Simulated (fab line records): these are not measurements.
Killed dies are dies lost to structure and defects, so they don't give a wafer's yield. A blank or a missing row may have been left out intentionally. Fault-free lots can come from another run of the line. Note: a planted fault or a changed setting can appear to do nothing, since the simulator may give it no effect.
Matching of chambers | flow n5-finfet | N5_BEOL_M4_ALD_98 on ald-sin-04: 4 sister chambers
The step deposits SiO2, target thk 2.5 nm, pulse time 1 s, co reactant pulse time 1 s. 4 wafers are shown with their chamber, then 7 later ones without.

## WAFERS PAIRED WITH THEIR CHAMBERS
wafer  | chamber | heater-power-w (W)
L076.6 | 2       | 75
L081.2 | 0       | 86
L083.2 | 1       | 78
L083.4 | 3       | 77

## WAFERS WITH NO CHAMBER GIVEN
wafer  | heater-power-w (W)
L083.5 | 75
L097.1 | 76
L097.4 | 72
L097.5 | 75
L096.1 | 71
L096.2 | 71
L096.3 | 76

## THE CHAMBER EACH PASSED THROUGH
wafer  | from the rows above          | in truth
L083.5 | can't be placed: 2 or 3 or 1 | 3
L097.1 | can't be placed: 2 or 3 or 1 | 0
L097.4 | can't be placed: 2 or 3 or 1 | 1
L097.5 | can't be placed: 2 or 3 or 1 | 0
L096.1 | can't be placed: 2 or 3 or 1 | 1
L096.2 | can't be placed: 2 or 3 or 1 | 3
L096.3 | can't be placed: 2 or 3 or 1 | 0
Correct placement for 0 of the 7. From these rows, 7 cannot be placed; in 4 the true chamber is one of the candidates. 0 placed wrongly.
How it was worked out, from the rows above alone: a wafer's distance from a chamber is the root of the sum, over the readings, of the square of ((its reading less the chamber's mean) divided by the reading's scatter). The wafer belongs to the nearest chamber; if the next one is less than 2 further off, it can't be placed. For every chamber, the mean is computed from those of its wafers that are shown. The scatter (one wafer shown for each chamber): square how far every hidden wafer sits from the nearest shown wafer, average those squares and take the square root.
